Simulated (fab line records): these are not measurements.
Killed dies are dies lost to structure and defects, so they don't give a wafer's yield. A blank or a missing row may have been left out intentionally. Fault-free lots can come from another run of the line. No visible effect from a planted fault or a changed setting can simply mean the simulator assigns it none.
One fault seen from 2 desks | flow n5Finfet | only its own numbers are on each desk; what lay behind them is given at the end

## FOR THE TOOL OWNER'S DESK: aldSin-04
The tool's own readings at N5_BEOL_M2_ALD_98 (deposits SiO2, target thk 2.5 nm, pulse time 1 s, co reactant pulse time 1 s): means of the sampled wafers that have a number, for each lot that ran on this tool. Marked OUT: a lot whose mean sits more than 4 standard deviations from the usual mean, which makes it out of limits; the brackets give that distance.
Columns: A = heaterPowerW at N5_BEOL_M2_ALD_98, usual 80 W; B = precursorPulseHeightRel at N5_BEOL_M2_ALD_98, usual 1.001
lot  | first seen here | A  | B
L439 | day 6 17:34     | 77 | 0.988
L443 | day 7 15:49     | 78 | 1.024
L448 | day 9 09:38     | 84 | 0.993
L454 | day 10 09:55    | 75 | 0.984
L457 | day 10 20:54    | 81 | 0.974
L458 | day 11 18:45    | 82 | 1.005
Result from this desk: across the 6 lots, nothing is out of limits.

## METROLOGY DESK
Lot by lot, what the gauges showed, no matter which tool ran the lot: averages of those sampled wafers that carry a number. Marked OUT: a lot whose mean sits more than 4 standard deviations from the usual mean, which makes it out of limits; the brackets give that distance. 7 of its 10 readings are shown, namely those furthest out on some lot.
Columns: A = DIBL_N at N5_BEOL_M4_RC_MEAS_101, usual 36.4 mV/V; B = DIBL_P at N5_BEOL_M4_RC_MEAS_101, usual 36 mV/V; C = IOFF_P at N5_BEOL_M4_RC_MEAS_101, usual 0.21 nA/um; D = ION_P at N5_BEOL_M4_RC_MEAS_101, usual 464 uA/um; E = SS_P at N5_BEOL_M4_RC_MEAS_101, usual 73.3 mV/dec; F = VT_N at N5_BEOL_M4_RC_MEAS_101, usual 250 mV; G = VT_P at N5_BEOL_M4_RC_MEAS_101, usual -251 mV
lot  | first seen here | A    | B  | C    | D   | E    | F   | G
L439 | day 7 20:13     | 36.8 | 38 | 0.28 | 469 | 74.0 | 248 | -244
L443 | day 9 14:45     | 34.4 | 33 | 0.17 | 462 | 72.0 | 251 | -253
L448 | day 10 19:54    | 38.3 | 38 | 0.24 | 471 | 73.5 | 251 | -249
L454 | day 12 11:10    | 36.8 | 36 | 0.21 | 452 | 73.4 | 249 | -250
L457 | day 12 22:53    | 36.0 | 38 | 0.19 | 448 | 73.3 | 252 | -256
L458 | day 13 05:40    | 37.3 | 36 | 0.23 | 460 | 74.3 | 248 | -248
L459 | day 13 10:51    | 34.9 | 33 | 0.17 | 459 | 72.3 | 253 | -254
L460 | day 14 04:37    | 37.0 | 38 | 0.23 | 469 | 73.6 | 246 | -251
L461 | day 14 07:22    | 39.2 | 37 | 0.21 | 457 | 73.4 | 250 | -254
L462 | day 14 07:26    | 31.1 | 31 | 0.11 | 446 | 71.4 | 258 | -261
Result from this desk: across the 10 lots, nothing is out of limits.

## PUT TOGETHER
Nothing out of limits was seen by the tool owner's desk.
At the metrology desk, nothing out of limits was observed.

## WHAT THE SIMULATOR HAD INSERTED
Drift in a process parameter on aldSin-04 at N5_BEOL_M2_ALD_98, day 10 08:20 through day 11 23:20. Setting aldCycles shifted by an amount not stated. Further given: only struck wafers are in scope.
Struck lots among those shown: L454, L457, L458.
